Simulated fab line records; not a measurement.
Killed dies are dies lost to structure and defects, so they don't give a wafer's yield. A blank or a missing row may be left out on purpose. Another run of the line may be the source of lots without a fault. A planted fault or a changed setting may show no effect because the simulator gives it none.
Chamber matching	flow nand harc	pecvd-02 running NHARC_P_M0_DEP_32: 3 sister chambers
The step deposits SiCN, target thk 30 nm. 3 wafers are shown with their chamber, then 8 later ones without.

WAFERS, EACH WITH ITS CHAMBER
wafer	chamber	heater power w (W)
L089.6	0	523
L094.2	1	628
L093.2	2	609

WAFERS WITHOUT THEIR CHAMBER
wafer	heater power w (W)
L093.5	609
L093.6	624
L095.2	583
L095.3	615
L095.4	618
L097.4	609
L097.5	558
L097.6	592

THE CHAMBER EACH PASSED THROUGH
wafer	from the rows above	in truth
L093.5	can't be placed: 2 or 1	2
L093.6	can't be placed: 1 or 2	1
L095.2	can't be placed: 2 or 1 or 0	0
L095.3	can't be placed: 2 or 1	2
L095.4	can't be placed: 2 or 1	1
L097.4	can't be placed: 2 or 1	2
L097.5	can't be placed: 0 or 2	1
L097.6	can't be placed: 2 or 1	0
Correct placement for 0 of the 8. Unplaceable from these rows: 8, with the true chamber sitting among the candidates in 6. Number placed wrongly: 0.
How it was worked out, from the rows above alone: a wafer's distance from a chamber is the root of the sum, over the readings, of the square of ((its reading less the chamber's mean) divided by the reading's scatter). The wafer belongs to the nearest chamber; if the next one is less than 2 further off, it can't be placed. The mean given for a chamber averages the wafers shown for that chamber. The scatter (one wafer shown for each chamber): square how far every hidden wafer sits from the nearest shown wafer, average those squares and take the square root.
